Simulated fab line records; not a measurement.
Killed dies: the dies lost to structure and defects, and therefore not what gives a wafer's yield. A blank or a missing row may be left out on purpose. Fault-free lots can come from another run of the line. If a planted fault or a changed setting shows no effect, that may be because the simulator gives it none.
Split-lot study -- flow n5 finfet -- on a route of 1938 steps: 7 lots, 21 wafers read

== THE SPLIT ITSELF ==
At N5_BEOL_M4_DESCUM_33 (chemistry O2, time 7 s), the setting time s was moved away from the recipe's 7 s on 4 of the 21 wafers read, by -20.4% to +13.4%. All remaining wafers had this setting at the recipe value.

== FROM SPLIT TO READING: 1 step shown by the file between the two ==
- N5_BEOL_M4_ETCH_77: etches underlayer in N2/H2, target depth 6.5 nm, time 5.2 s

== THE READING ==
CAR-EUV_of_BEOL_M4_COAT_22.thk nm (the simulator's own value, which no gauge read), in nm, at N5_BEOL_M4_ETCH_69 (etches SiARC in CF4, target depth 15.6 nm, time 26 s). There is no usual value for it anywhere in the file. Here, 17 wafers ran the recipe; their average is 11.2 nm with a standard deviation of 0.15 nm.

wafer,"tool, chamber at the split","time s as run, s",against the recipe,"CAR-EUV_of_BEOL_M4_COAT_22.thk nm, nm",against lot-mates on the recipe
L077.1,"rie diel-01, 3,2",7,recipe,11.2,-
L077.2,"rie diel-01, 3,2",7,recipe,11.2,-
L077.5,"rie diel-01, 2",7.814,+11.6%,10.8,-0.4
L078.1,"rie diel-05, 0,3",7,recipe,11,-
L078.4,"rie diel-05, 0,3",7,recipe,11,-
L078.2,"rie diel-05, 2",7,recipe,11.2,-
L079.2,"rie diel-05, 2,0",7,recipe,11.2,-
L079.5,"rie diel-05, 1",7,recipe,11.4,-
L079.6,"rie diel-05, 2,0",7,recipe,11,-
L080.3,"rie diel-05, 0,2",7,recipe,11,-
L080.4,"rie diel-05, 2",7.938,+13.4%,10.6,-0.5
L080.6,"rie diel-05, 0,2",7,recipe,11.2,-
L085.2,"rie diel-05, 3",5.571,-20.4%,11.8,+0.7
L085.5,"rie diel-05, 2",7,recipe,11.2,-
L085.6,"rie diel-05, 3",7,recipe,11,-
L092.3,"rie diel-01, 0,2",7,recipe,11.2,-
L092.4,"rie diel-01, 0,2",7,recipe,11.4,-
L092.6,"rie diel-01, 3",7,recipe,11.4,-
L094.2,"rie diel-05, 3",6.047,-13.6%,11.6,+0.3
L094.3,"rie diel-05, 1",7,recipe,11.4,-
L094.6,"rie diel-05, 3",7,recipe,11.2,-
If several chambers appear in one row, that row covers several wafers at once and the file leaves open which wafer was in which chamber.

FIT RESULTS
A straight line over all 21 wafers: CAR-EUV_of_BEOL_M4_COAT_22.thk nm changes by -0.0334 nm for each +1% of time s; r = -0.85; the points scatter about the line by 0.14 nm.
The same after taking each lot's own level away (the mean of its wafers on the recipe; 21 wafers): -0.0325 nm for each +1%; r = -0.90; scatter 0.11 nm.
Per that fit: largest time s move, reading shift of 0.66 nm.
Measured against the standard deviation above, the lots' own levels, which go from 11.07 to 11.33 nm, span 1.8 times it.
Hence the lot-to-lot level has little effect on the slope; both slopes agree.
Check: +0.612 nm against its lot-mates is what the line predicts for one of the wafers moved furthest among these (-20.4%) when that wafer is left out of the fit. Against them it came out at +0.7 nm.

== OTHER SPLITS APPLIED TO THESE WAFERS ==
Before the reading, these wafers also passed through other splits. Each is held against what the fit with the lots' levels taken away leaves over:
other split on the same wafers,wafers away from the commonest value,r with CAR-EUV_of_BEOL_M4_COAT_22.thk nm (lot level and that fit taken away)
N5_BEOL_M4_COAT_61 spin rpm,8,+0.34

== THE WHOLE CHAIN: every reading that the file lists as answering this split, in the file's order ==
step,what it does,reading,change (the file's fit),r (the file's)
N5_BEOL_M4_DESCUM_33,"chemistry O2, time 7 s","CAR-EUV_of_BEOL_M4_COAT_22.thk nm (the simulator's own value, which no gauge read)",-0.0365 nm for each +1% of the setting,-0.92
N5_BEOL_M4_ETCH_77,"etches underlayer in N2/H2, target depth 6.5 nm, time 5.2 s","CAR-EUV_of_BEOL_M4_COAT_22.thk nm (the simulator's own value, which no gauge read)",-0.0354 nm for each +1% of the setting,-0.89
N5_BEOL_M4_ETCH_69,"etches SiARC in CF4, target depth 15.6 nm, time 26 s","CAR-EUV_of_BEOL_M4_COAT_22.thk nm (the simulator's own value, which no gauge read)",-0.0324 nm for each +1% of the setting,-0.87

== FILE'S OWN FIT ==
CAR-EUV_of_BEOL_M4_COAT_22.thk nm changes by -0.0324 nm for each +1% of time s, r = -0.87.
